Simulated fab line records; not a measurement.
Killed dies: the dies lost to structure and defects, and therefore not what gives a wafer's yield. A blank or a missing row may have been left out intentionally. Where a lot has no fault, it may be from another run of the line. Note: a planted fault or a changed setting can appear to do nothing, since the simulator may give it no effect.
What tool caused it? | flow nandHarc | 72 wafers sampled from 24 lots at 1 step of a route of 1159

WHAT EACH GAUGE READ, for each wafer
NHARC_A_CHANNEL_HOLE_D1_CD_MEAS_30. Usual: 90.1 nm for cdNm, sd 1.5.
lot  | measured     | on       | cdNm (nm)      | flag
L074 | day 8 08:33  | cdSem-03 | 89.5 88.9 89.8 | 
L076 | day 8 12:35  | cdSem-03 | 88.0 89.5 88.3 | 
L075 | day 8 13:23  | cdSem-02 | 91.2 92.6 90.4 | 
L077 | day 9 07:06  | cdSem-03 | 90.6 89.8 89.0 | 
L078 | day 9 07:11  | cdSem-03 | 89.3 87.6 87.3 | 
L079 | day 9 18:43  | cdSem-03 | 90.1 89.3 88.2 | 
L080 | day 10 00:40 | cdSem-02 | 89.1 90.7 89.9 | 
L081 | day 10 03:51 | cdSem-01 | 91.6 89.8 91.0 | 
L083 | day 10 14:41 | cdSem-01 | 87.9 90.6 89.1 | 
L082 | day 10 14:50 | cdSem-03 | 89.5 89.6 90.0 | 
L084 | day 10 20:02 | cdSem-03 | 90.8 88.6 91.2 | 
L086 | day 11 17:22 | cdSem-01 | 90.8 89.0 89.0 | 
L088 | day 11 17:57 | cdSem-03 | 89.5 89.9 89.3 | 
L087 | day 11 21:28 | cdSem-03 | 92.3 89.9 90.8 | 
L085 | day 12 01:31 | cdSem-01 | 91.5 90.8 89.6 | 
L089 | day 12 03:40 | cdSem-01 | 91.7 94.1 92.2 | 
L091 | day 12 19:17 | cdSem-02 | 92.2 89.2 91.4 | 
L090 | day 12 20:20 | cdSem-03 | 89.9 90.9 89.0 | 
L092 | day 12 23:26 | cdSem-01 | 91.9 88.1 89.3 | 
L093 | day 13 00:20 | cdSem-01 | 93.9 92.7 90.9 | 
L094 | day 13 09:49 | cdSem-02 | 89.0 90.0 91.0 | 
L097 | day 13 19:56 | cdSem-01 | 89.9 87.5 89.5 | 
L096 | day 13 20:51 | cdSem-01 | 87.4 88.0 87.2 | 
L095 | day 14 00:59 | cdSem-02 | 89.1 89.4 88.9 | 

EACH LOT AND THE TOOL THAT RAN IT (in order: tool; ch and the chambers of the sampled wafers; start)
Record: no process step prior to these readings.

WHAT THE TOOLS THEMSELVES READ (means of the sampled wafers that have a number; where no wafer has one, the mark that the record gives instead)
The record holds no such reading with a usual standard deviation.

THE ANSWER, worked out from the rows above alone
Rule: take the mean of a lot's wafers that have a number; if it is more than 3 standard deviations from the usual mean, the lot is off. Also off: a lot with no number at a reading for which 4 or more lots have one. Any other lot the step has rows for is counted as sound. The gauges are gone through in route order, then the tools' own readings, and for those a lot's mean is taken as printed above. The first step at which some lot is off is used, and at that step the reading that is off furthest; a lot without a number counts as furthest.
No lot is off on any of the readings shown, so nothing can be concluded from this.

WHAT WAS PUT IN BY THE SIMULATOR
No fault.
